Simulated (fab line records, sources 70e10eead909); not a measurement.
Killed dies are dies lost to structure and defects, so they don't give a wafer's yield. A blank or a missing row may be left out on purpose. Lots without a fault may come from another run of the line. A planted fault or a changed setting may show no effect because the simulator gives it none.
Which tool did it? | flow nand_harc | 6 lots, 16 wafers sampled, at 3 steps of a route of 1159

WHAT THE GAUGES READ, wafer by wafer
NHARC_P_ZERO_WELL_CD_MEAS_37: target cd 720 nm.
lot  | measured    | on        | cd_nm (nm)
L584 | day 2 09:59 | cd_sem-01 | 720.9 718.6 718.4
L587 | day 3 04:22 | cd_sem-01 | 719.0 716.8 720.1
L589 | day 3 16:16 | cd_sem-01 | 717.8 719.6 719.6
L592 | day 4 09:51 | cd_sem-02 | 721.0 720.8 723.2
L596 | day 5 10:02 | cd_sem-02 | 735.9 720.0
L599 | day 6 04:17 | cd_sem-02 | 733.4 720.8

WHICH TOOL RAN EACH LOT (tool, then ch and the chambers of the sampled wafers, then the start)
lot  | NHARC_P_ZERO_WELL_ETCH_65         | NHARC_P_ZERO_WELL_EXPOSE_34
L584 | rie_diel-10 ch 0,1,3, day 2 07:22 | krf_scanner-02 ch 0, day 2 09:50
L587 | rie_diel-13 ch 0,1,2, day 3 01:44 | krf_scanner-01 ch 0, day 3 04:13
L589 | rie_diel-13 ch 0,2,3, day 3 13:29 | krf_scanner-02 ch 0, day 3 16:06
L592 | rie_diel-07 ch 1,2, day 4 07:22   | krf_scanner-02 ch 0, day 4 09:41
L596 | rie_diel-10 ch 1,3, day 5 07:22   | krf_scanner-02 ch 0, day 5 09:53
L599 | rie_diel-07 ch 1,3, day 6 01:32   | krf_scanner-02 ch 0, day 6 04:08
- NHARC_P_ZERO_WELL_ETCH_65: etches the open film in N2/H2, target depth 80 nm, overetch 24 nm, time 87.88 s.
- NHARC_P_ZERO_WELL_EXPOSE_34: exposes mask P PWELL, target cd 720 nm.

THE ANSWER, worked out from the rows above alone
Rule: what is usual is taken from the lots themselves. Put in order of their means at a reading, lots are off if they are a third of the lots or fewer, leave a main group of 4 or more, and stand apart from it by a gap of 3 or more times the standard deviation of the main group's means; of several such gaps the widest counts. A main group whose means are all the same, to the digits that the tables above print for the reading, isn't used. A lot without any number at a reading at which 4 lots or more have one is off too. The other lots that the step has rows for count as sound.
Off: L596, L599, at NHARC_P_ZERO_WELL_CD_MEAS_37 (cd_nm). The main group: mean 719.6 nm, standard deviation 1.2.
A tool fits if, at a process step before that reading, it ran every lot that is off, and no sound lot after the first of them. The gauges at NHARC_P_ZERO_WELL_CD_MEAS_37 are tried like those tools. Can't be told from this: 2 tools fit, krf_scanner-02 at NHARC_P_ZERO_WELL_EXPOSE_34, cd_sem-02 at NHARC_P_ZERO_WELL_CD_MEAS_37.

WHAT THE SIMULATOR HAD PUT IN
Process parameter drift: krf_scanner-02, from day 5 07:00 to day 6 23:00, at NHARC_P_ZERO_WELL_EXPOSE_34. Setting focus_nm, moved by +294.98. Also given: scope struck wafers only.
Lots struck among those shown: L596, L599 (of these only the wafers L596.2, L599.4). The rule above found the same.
